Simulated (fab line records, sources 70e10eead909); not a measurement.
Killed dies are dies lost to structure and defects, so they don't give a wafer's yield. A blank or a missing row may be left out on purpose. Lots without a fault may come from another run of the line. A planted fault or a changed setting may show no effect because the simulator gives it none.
One fault seen from 2 desks | flow nand_harc | each desk has only its own numbers; what lay behind them comes last

THE TOOL OWNER'S DESK: cmp-03
The tool's own readings at NHARC_P_STI_CMP_21 (polishes, t overpolish 20 s, target thk 380.67 nm): means of the sampled wafers that have a number, for each lot that ran on this tool. A lot is out of limits, marked OUT, if its mean lies more than 4 standard deviations from the usual mean; the brackets give that distance.
Columns: A = edge_zone_pressure_frac at NHARC_P_STI_CMP_21, usual 1.000; B = motor_current_A at NHARC_P_STI_CMP_21, usual 12.0 A; C = overpolish_run_s at NHARC_P_STI_CMP_21, usual 19.999 s
lot  | first seen here | A     | B    | C
L544 | day 4 03:53     | 1.006 | 12.3 | 19.990
L550 | day 6 15:04     | 0.998 | 11.8 | 19.998
This desk's finding: nothing out of limits on any of the 2 lots.

THE DEFECT DESK
What the inspections along the route counted, lot by lot: means of the sampled wafers that have a number. A lot is out of limits, marked OUT, if its mean lies more than 4 standard deviations from the usual mean; the brackets give that distance.
Columns: A = raw_defect_count at NHARC_P_GATE_INSPECT_28, usual 6
lot  | first seen here | A
L543 | day 4 23:26     | 7
L544 | day 5 15:28     | 4
L546 | day 6 10:23     | 7
L549 | day 7 10:30     | 8
L550 | day 8 01:33     | 5
L552 | day 8 23:22     | 4
L563 | day 13 03:34    | 9
L564 | day 13 15:32    | 11
L566 | day 14 07:55    | 5
L565 | day 14 08:06    | 5
This desk's finding: nothing out of limits on any of the 10 lots.

PUT TOGETHER
The tool owner's desk saw nothing out of limits.
The defect desk saw nothing out of limits.

WHAT THE SIMULATOR HAD PUT IN
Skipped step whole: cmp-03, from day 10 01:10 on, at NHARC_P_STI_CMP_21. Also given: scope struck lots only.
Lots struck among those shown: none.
